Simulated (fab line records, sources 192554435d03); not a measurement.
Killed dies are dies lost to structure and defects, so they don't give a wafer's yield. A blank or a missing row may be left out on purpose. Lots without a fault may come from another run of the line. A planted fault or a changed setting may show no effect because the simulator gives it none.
Split-lot experiment | flow n5_finfet | 7 lots, 21 wafers read, on a route of 1938 steps

THE SPLIT
At N5_FIN_SAQP_SPACER1_ALD_24 (deposits SiO2, target thk 20.3 nm, pulse time 1 s, purge time 2 s), the setting temp_c was moved away from the recipe's 300 C on 8 of the 21 wafers read, by -4.0% to +3.3%. The other wafers ran this setting at the recipe's value.

FROM THE SPLIT TO THE READING: what the file shows between them, 1 step
- N5_FIN_SAQP_SPACER1_ETCHBACK_25: etches SiO2 in CHF3/O2, target depth 24.4 nm, time 12.2 s

THE READING
FIN_SAQP.cd_nm (the simulator's own value, which no gauge read), in nm, at N5_FIN_SAQP_MANDREL1_REMOVE_56 (chemistry HBr/Cl2/O2, target a-Si, stops on SiNx, bt time 10 s). The file gives no usual value for it. The 13 wafers here that ran the recipe average 20.3 nm, standard deviation 0.1 nm.

wafer  | tool, chamber at the split | temp_c as run, C | against the recipe | FIN_SAQP.cd_nm, nm | against lot-mates on the recipe
L076.1 | ald_sin-02, 0              | 292.7            | -2.4%              | 21                 | +0.7
L076.3 | ald_sin-02, 3,0            | 300              | recipe             | 20.4               | -
L076.6 | ald_sin-02, 3,0            | 300              | recipe             | 20.2               | -
L078.2 | ald_sin-02, 1,0,0          | 300              | recipe             | 20.2               | -
L078.3 | ald_sin-02, 1,0,0          | 300              | recipe             | 20.2               | -
L078.6 | ald_sin-02, 1,0,0          | 300              | recipe             | 20.4               | -
L080.1 | ald_sin-01, 3,0            | 300              | recipe             | 20.2               | -
L080.5 | ald_sin-01, 3,0            | 300              | recipe             | 20.2               | -
L080.6 | ald_sin-01, 3              | 288              | -4.0%              | 21.2               | +1.0
L085.1 | ald_sin-01, 0,1            | 300              | recipe             | 20.4               | -
L085.2 | ald_sin-01, 0,1            | 300              | recipe             | 20.2               | -
L085.4 | ald_sin-01, 2              | 306.7            | +2.2%              | 20                 | -0.3
L086.1 | ald_sin-01, 0,3            | 296.3            | -1.2%              | 20.8               | +0.4
L086.4 | ald_sin-01, 0,3            | 296.3            | -1.2%              | 20.8               | +0.4
L086.6 | ald_sin-01, 0              | 300              | recipe             | 20.4               | -
L093.2 | ald_sin-03, 2              | 310              | +3.3%              | 20                 | -0.4
L093.5 | ald_sin-03, 2              | 310              | +3.3%              | 20.2               | -0.2
L093.6 | ald_sin-03, 1              | 300              | recipe             | 20.4               | -
L094.1 | ald_sin-03, 2,3            | 300              | recipe             | 20.4               | -
L094.6 | ald_sin-03, 2,3            | 300              | recipe             | 20.4               | -
L094.4 | ald_sin-03, 1              | 293.7            | -2.1%              | 20.6               | +0.2
Where a row lists several chambers, the file gives one row for several wafers and doesn't say which wafer went through which chamber.

THE FIT
A straight line over all 21 wafers: FIN_SAQP.cd_nm changes by -0.159 nm for each +1% of temp_c; r = -0.85; the points scatter about the line by 0.17 nm.
The same after taking each lot's own level away (the mean of its wafers on the recipe; 21 wafers): -0.17 nm for each +1%; r = -0.89; scatter 0.15 nm.
On that fit, the largest move of temp_c shifts the reading by 0.68 nm.
The lots' own levels span 20.20 to 20.40 nm, that is 2.0 times the standard deviation above.
So the lot-to-lot level changes the slope little: the two slopes agree.
Check: with one of the wafers moved furthest among these (-4.0%) left out of the fit, the line predicts +0.634 nm for it against its lot-mates. It came out at +1 nm against them.

OTHER SPLITS ON THESE WAFERS
These wafers also went through other splits before the reading. Each is held against what the fit with the lots' levels taken away leaves over:
other split on the same wafers | wafers away from the commonest value | r with FIN_SAQP.cd_nm (lot level and that fit taken away)
N5_WELL_APT_COAT_02 spin_rpm   | 8                                    | +0.03
N5_FIN_SAQP_HM_DEP_03 time_s   | 10                                   | +0.04
N5_FIN_SAQP_PECVD_06 time_s    | 6                                    | -0.16

THE FILE'S OWN FIT
FIN_SAQP.cd_nm changes by -0.189 nm for each +1% of temp_c, r = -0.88.
